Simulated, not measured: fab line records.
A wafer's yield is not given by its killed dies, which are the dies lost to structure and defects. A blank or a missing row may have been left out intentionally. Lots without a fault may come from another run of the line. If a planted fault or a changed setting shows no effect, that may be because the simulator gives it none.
Chamber matching | flow n5_finfet | 3 sister chambers for N5_BEOL_M7_PECVD_70 on pecvd-02
The step deposits SiO2 from TEOS/O2, target thk 20 nm, time 22.7 s. 16 wafers are shown with their chamber, then 8 later ones without.

## WAFERS PAIRED WITH THEIR CHAMBERS
wafer  | chamber | throttle_valve_pct (%) | heater_power_w (W) | susceptor_temp_C (C)
L076.1 | 1       | 22.8                   | 697                | 399.82
L076.3 | 0       | 21.8                   | 756                | 399.89
L076.6 | 0       | 21.5                   | 746                | 400.36
L075.2 | 0       | 21.9                   | 777                | 399.86
L075.4 | 1       | 22.6                   | 811                | 399.99
L075.6 | 1       | 22.5                   | 821                | 399.82
L074.1 | 2       | 21.0                   | 606                | 400.04
L074.5 | 0       | 21.7                   | 717                | 399.95
L074.6 | 2       | 21.1                   | 595                | 400.20
L082.1 | 0       | 21.7                   | 719                | 400.29
L082.2 | 2       | 21.0                   | 601                | 399.84
L082.4 | 0       | 21.8                   | 706                | 400.31
L088.2 | 2       | 21.3                   | 602                | 400.22
L088.3 | 1       | 22.7                   | 830                | 399.89
L088.5 | 0       | 21.4                   | 665                | 400.25
L087.1 | 2       | 21.0                   | 542                | 399.80

SIGNATURES, as means of the wafers listed above
reading            | chamber 0 | chamber 1 | chamber 2 | scatter within a chamber
throttle_valve_pct | 21.686    | 22.650    | 21.080    | 0.154
heater_power_w     | 726.57    | 789.75    | 589.20    | 41.7
susceptor_temp_C   | 400.1300  | 399.8800  | 400.0200  | 0.188
Rule: a wafer's distance from a chamber is the root of the sum, over the readings, of the square of ((its reading less the chamber's mean) divided by the reading's scatter). If the next closest chamber is less than 2 further off than the closest, the wafer can't be placed; otherwise it belongs to the closest. The scatter: the root of (the sum of the squares of (reading less its chamber's mean) over the shown wafers, divided by (wafers less chambers)).

## WAFERS WITHOUT THEIR CHAMBER
wafer  | throttle_valve_pct (%) | heater_power_w (W) | susceptor_temp_C (C)
L087.3 | 22.0                   | 760                | 400.06
L087.6 | 22.6                   | 842                | 400.12
L095.2 | 22.4                   | 843                | 400.01
L095.3 | 20.9                   | 566                | 399.91
L095.4 | 22.7                   | 810                | 399.86
L097.2 | 22.1                   | 702                | 400.34
L097.4 | 21.7                   | 690                | 400.21
L097.5 | 21.6                   | 625                | 400.22

## CHAMBER TAKEN BY EACH
wafer  | from the rows above     | in truth
L087.3 | 0                       | 0
L087.6 | 1                       | 1
L095.2 | 1                       | 1
L095.3 | 2                       | 2
L095.4 | 1                       | 1
L097.2 | can't be placed: 0 or 1 | 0
L097.4 | 0                       | 0
L097.5 | can't be placed: 0 or 2 | 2
6 of 8 placed correctly. Not placeable from these rows: 2 (in 2, the candidates include the true chamber). Placed wrongly: 0.
